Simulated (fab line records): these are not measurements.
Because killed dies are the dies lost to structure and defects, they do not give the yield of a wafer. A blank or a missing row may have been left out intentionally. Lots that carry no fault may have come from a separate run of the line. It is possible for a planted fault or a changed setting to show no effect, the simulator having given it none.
Matching of chambers || flow nand-harc || 4 sister chambers for NHARC_P_GATE_DESCUM_13 on rie-diel-12
The step chemistry O2, time 3 s. 45 wafers are shown with their chamber, then 12 later ones without.

WAFERS, EACH WITH ITS CHAMBER
{"wafer": "L077.2", "chamber": 2, "drypump-motor-current-A (A)": 5.2, "showerhead-plenum-p-Torr (Torr)": 1.86, "oes-product-au (a.u.)": 1.012}
{"wafer": "L077.3", "chamber": 1, "drypump-motor-current-A (A)": 5.9, "showerhead-plenum-p-Torr (Torr)": 1.89, "oes-product-au (a.u.)": 1.000}
{"wafer": "L077.4", "chamber": 0, "drypump-motor-current-A (A)": 5.5, "showerhead-plenum-p-Torr (Torr)": 1.98, "oes-product-au (a.u.)": 1.003}
{"wafer": "L078.3", "chamber": 2, "drypump-motor-current-A (A)": 5.2, "showerhead-plenum-p-Torr (Torr)": 1.86, "oes-product-au (a.u.)": 1.009}
{"wafer": "L078.4", "chamber": 3, "drypump-motor-current-A (A)": 6.6, "showerhead-plenum-p-Torr (Torr)": 1.91, "oes-product-au (a.u.)": 1.004}
{"wafer": "L078.6", "chamber": 2, "drypump-motor-current-A (A)": 5.2, "showerhead-plenum-p-Torr (Torr)": 1.86, "oes-product-au (a.u.)": 1.007}
{"wafer": "L081.2", "chamber": 2, "drypump-motor-current-A (A)": 5.2, "showerhead-plenum-p-Torr (Torr)": 1.86, "oes-product-au (a.u.)": 1.016}
{"wafer": "L081.4", "chamber": 1, "drypump-motor-current-A (A)": 5.9, "showerhead-plenum-p-Torr (Torr)": 1.89, "oes-product-au (a.u.)": 1.008}
{"wafer": "L081.6", "chamber": 3, "drypump-motor-current-A (A)": 6.6, "showerhead-plenum-p-Torr (Torr)": 1.91, "oes-product-au (a.u.)": 1.009}
{"wafer": "L081.1", "chamber": 0, "drypump-motor-current-A (A)": 5.6, "showerhead-plenum-p-Torr (Torr)": 1.98, "oes-product-au (a.u.)": 1.003}
{"wafer": "L081.3", "chamber": 3, "drypump-motor-current-A (A)": 6.7, "showerhead-plenum-p-Torr (Torr)": 1.91, "oes-product-au (a.u.)": 1.010}
{"wafer": "L081.5", "chamber": 2, "drypump-motor-current-A (A)": 5.2, "showerhead-plenum-p-Torr (Torr)": 1.86, "oes-product-au (a.u.)": 1.013}
{"wafer": "L082.1", "chamber": 0, "drypump-motor-current-A (A)": 5.6, "showerhead-plenum-p-Torr (Torr)": 1.98, "oes-product-au (a.u.)": 0.977}
{"wafer": "L082.3", "chamber": 2, "drypump-motor-current-A (A)": 5.2, "showerhead-plenum-p-Torr (Torr)": 1.86, "oes-product-au (a.u.)": 1.014}
{"wafer": "L082.6", "chamber": 1, "drypump-motor-current-A (A)": 6.0, "showerhead-plenum-p-Torr (Torr)": 1.89, "oes-product-au (a.u.)": 0.991}
{"wafer": "L082.2", "chamber": 1, "drypump-motor-current-A (A)": 5.9, "showerhead-plenum-p-Torr (Torr)": 1.89, "oes-product-au (a.u.)": 0.997}
{"wafer": "L082.4", "chamber": 3, "drypump-motor-current-A (A)": 6.7, "showerhead-plenum-p-Torr (Torr)": 1.91, "oes-product-au (a.u.)": 0.999}
{"wafer": "L082.5", "chamber": 0, "drypump-motor-current-A (A)": 5.6, "showerhead-plenum-p-Torr (Torr)": 1.98, "oes-product-au (a.u.)": 0.978}
{"wafer": "L084.1", "chamber": 1, "drypump-motor-current-A (A)": 6.0, "showerhead-plenum-p-Torr (Torr)": 1.89, "oes-product-au (a.u.)": 1.010}
{"wafer": "L084.3", "chamber": 3, "drypump-motor-current-A (A)": 6.6, "showerhead-plenum-p-Torr (Torr)": 1.91, "oes-product-au (a.u.)": 0.996}
{"wafer": "L084.4", "chamber": 2, "drypump-motor-current-A (A)": 5.2, "showerhead-plenum-p-Torr (Torr)": 1.86, "oes-product-au (a.u.)": 1.005}
{"wafer": "L084.2", "chamber": 0, "drypump-motor-current-A (A)": 5.6, "showerhead-plenum-p-Torr (Torr)": 1.98, "oes-product-au (a.u.)": 0.980}
{"wafer": "L084.5", "chamber": 0, "drypump-motor-current-A (A)": 5.5, "showerhead-plenum-p-Torr (Torr)": 1.98, "oes-product-au (a.u.)": 0.990}
{"wafer": "L084.6", "chamber": 3, "drypump-motor-current-A (A)": 6.7, "showerhead-plenum-p-Torr (Torr)": 1.90, "oes-product-au (a.u.)": 0.994}
{"wafer": "L083.1", "chamber": 0, "drypump-motor-current-A (A)": 5.6, "showerhead-plenum-p-Torr (Torr)": 1.98, "oes-product-au (a.u.)": 0.990}
{"wafer": "L083.3", "chamber": 1, "drypump-motor-current-A (A)": 5.9, "showerhead-plenum-p-Torr (Torr)": 1.89, "oes-product-au (a.u.)": 1.014}
{"wafer": "L083.4", "chamber": 3, "drypump-motor-current-A (A)": 6.7, "showerhead-plenum-p-Torr (Torr)": 1.91, "oes-product-au (a.u.)": 1.000}
{"wafer": "L085.1", "chamber": 2, "drypump-motor-current-A (A)": 5.2, "showerhead-plenum-p-Torr (Torr)": 1.86, "oes-product-au (a.u.)": 1.007}
{"wafer": "L085.2", "chamber": 3, "drypump-motor-current-A (A)": 6.7, "showerhead-plenum-p-Torr (Torr)": 1.91, "oes-product-au (a.u.)": 0.995}
{"wafer": "L085.4", "chamber": 0, "drypump-motor-current-A (A)": 5.6, "showerhead-plenum-p-Torr (Torr)": 1.98, "oes-product-au (a.u.)": 0.997}
{"wafer": "L085.3", "chamber": 1, "drypump-motor-current-A (A)": 5.9, "showerhead-plenum-p-Torr (Torr)": 1.88, "oes-product-au (a.u.)": 1.008}
{"wafer": "L085.5", "chamber": 3, "drypump-motor-current-A (A)": 6.6, "showerhead-plenum-p-Torr (Torr)": 1.90, "oes-product-au (a.u.)": 1.004}
{"wafer": "L085.6", "chamber": 2, "drypump-motor-current-A (A)": 5.2, "showerhead-plenum-p-Torr (Torr)": 1.86, "oes-product-au (a.u.)": 1.004}
{"wafer": "L089.4", "chamber": 2, "drypump-motor-current-A (A)": 5.2, "showerhead-plenum-p-Torr (Torr)": 1.86, "oes-product-au (a.u.)": 1.015}
{"wafer": "L089.5", "chamber": 1, "drypump-motor-current-A (A)": 5.9, "showerhead-plenum-p-Torr (Torr)": 1.88, "oes-product-au (a.u.)": 0.997}
{"wafer": "L089.6", "chamber": 0, "drypump-motor-current-A (A)": 5.5, "showerhead-plenum-p-Torr (Torr)": 1.98, "oes-product-au (a.u.)": 1.003}
{"wafer": "L090.3", "chamber": 2, "drypump-motor-current-A (A)": 5.2, "showerhead-plenum-p-Torr (Torr)": 1.85, "oes-product-au (a.u.)": 1.016}
{"wafer": "L090.4", "chamber": 3, "drypump-motor-current-A (A)": 6.7, "showerhead-plenum-p-Torr (Torr)": 1.90, "oes-product-au (a.u.)": 1.006}
{"wafer": "L090.5", "chamber": 2, "drypump-motor-current-A (A)": 5.2, "showerhead-plenum-p-Torr (Torr)": 1.86, "oes-product-au (a.u.)": 1.010}
{"wafer": "L090.1", "chamber": 1, "drypump-motor-current-A (A)": 6.0, "showerhead-plenum-p-Torr (Torr)": 1.88, "oes-product-au (a.u.)": 0.988}
{"wafer": "L090.2", "chamber": 0, "drypump-motor-current-A (A)": 5.6, "showerhead-plenum-p-Torr (Torr)": 1.98, "oes-product-au (a.u.)": 1.002}
{"wafer": "L090.6", "chamber": 3, "drypump-motor-current-A (A)": 6.7, "showerhead-plenum-p-Torr (Torr)": 1.90, "oes-product-au (a.u.)": 1.013}
{"wafer": "L094.1", "chamber": 3, "drypump-motor-current-A (A)": 6.6, "showerhead-plenum-p-Torr (Torr)": 1.90, "oes-product-au (a.u.)": 0.985}
{"wafer": "L094.3", "chamber": 1, "drypump-motor-current-A (A)": 5.9, "showerhead-plenum-p-Torr (Torr)": 1.88, "oes-product-au (a.u.)": 0.990}
{"wafer": "L094.4", "chamber": 2, "drypump-motor-current-A (A)": 5.2, "showerhead-plenum-p-Torr (Torr)": 1.85, "oes-product-au (a.u.)": 1.007}

SIGNATURES, as means of the wafers listed above
{"reading": "drypump-motor-current-A", "chamber 0": 5.570, "chamber 1": 5.930, "chamber 2": 5.200, "chamber 3": 6.658, "scatter within a chamber": 0.0417}
{"reading": "showerhead-plenum-p-Torr", "chamber 0": 1.9800, "chamber 1": 1.8860, "chamber 2": 1.8585, "chamber 3": 1.9058, "scatter within a chamber": 0.00413}
{"reading": "oes-product-au", "chamber 0": 0.99230, "chamber 1": 1.00030, "chamber 2": 1.01038, "chamber 3": 1.00125, "scatter within a chamber": 0.00818}
Rule: a wafer lies at a distance from a chamber equal to the root of the sum of squares, over the readings, of (its reading less the chamber's mean, divided by the reading's scatter). If the next closest chamber is less than 2 further off than the closest, the wafer can't be placed; otherwise it belongs to the closest. The scatter: take each reading less its chamber's mean, square it, sum over the shown wafers, divide by the number of wafers less the number of chambers, and take the root.

WAFERS WITH NO CHAMBER GIVEN
{"wafer": "L096.1", "drypump-motor-current-A (A)": 5.5, "showerhead-plenum-p-Torr (Torr)": 1.98, "oes-product-au (a.u.)": 0.986}
{"wafer": "L096.2", "drypump-motor-current-A (A)": 5.9, "showerhead-plenum-p-Torr (Torr)": 1.88, "oes-product-au (a.u.)": 0.992}
{"wafer": "L096.4", "drypump-motor-current-A (A)": 6.7, "showerhead-plenum-p-Torr (Torr)": 1.90, "oes-product-au (a.u.)": 0.999}
{"wafer": "L096.3", "drypump-motor-current-A (A)": 5.2, "showerhead-plenum-p-Torr (Torr)": 1.85, "oes-product-au (a.u.)": 0.998}
{"wafer": "L096.5", "drypump-motor-current-A (A)": 6.0, "showerhead-plenum-p-Torr (Torr)": 1.88, "oes-product-au (a.u.)": 1.002}
{"wafer": "L096.6", "drypump-motor-current-A (A)": 5.2, "showerhead-plenum-p-Torr (Torr)": 1.85, "oes-product-au (a.u.)": 0.997}
{"wafer": "L095.2", "drypump-motor-current-A (A)": 5.6, "showerhead-plenum-p-Torr (Torr)": 1.98, "oes-product-au (a.u.)": 0.992}
{"wafer": "L095.3", "drypump-motor-current-A (A)": 5.2, "showerhead-plenum-p-Torr (Torr)": 1.85, "oes-product-au (a.u.)": 1.005}
{"wafer": "L095.5", "drypump-motor-current-A (A)": 6.6, "showerhead-plenum-p-Torr (Torr)": 1.90, "oes-product-au (a.u.)": 0.989}
{"wafer": "L097.1", "drypump-motor-current-A (A)": 6.7, "showerhead-plenum-p-Torr (Torr)": 1.90, "oes-product-au (a.u.)": 0.995}
{"wafer": "L097.3", "drypump-motor-current-A (A)": 5.9, "showerhead-plenum-p-Torr (Torr)": 1.88, "oes-product-au (a.u.)": 1.004}
{"wafer": "L097.4", "drypump-motor-current-A (A)": 5.6, "showerhead-plenum-p-Torr (Torr)": 1.98, "oes-product-au (a.u.)": 0.994}

THE CHAMBER EACH PASSED THROUGH
{"wafer": "L096.1", "from the rows above": 0, "in truth": 0}
{"wafer": "L096.2", "from the rows above": 1, "in truth": 1}
{"wafer": "L096.4", "from the rows above": 3, "in truth": 3}
{"wafer": "L096.3", "from the rows above": 2, "in truth": 2}
{"wafer": "L096.5", "from the rows above": 1, "in truth": 1}
{"wafer": "L096.6", "from the rows above": 2, "in truth": 2}
{"wafer": "L095.2", "from the rows above": 0, "in truth": 0}
{"wafer": "L095.3", "from the rows above": 2, "in truth": 2}
{"wafer": "L095.5", "from the rows above": 3, "in truth": 3}
{"wafer": "L097.1", "from the rows above": 3, "in truth": 3}
{"wafer": "L097.3", "from the rows above": 1, "in truth": 1}
{"wafer": "L097.4", "from the rows above": 0, "in truth": 0}
Placed correctly: 12 of 12. Left unplaced by these rows: 0. Wrongly placed: 0.
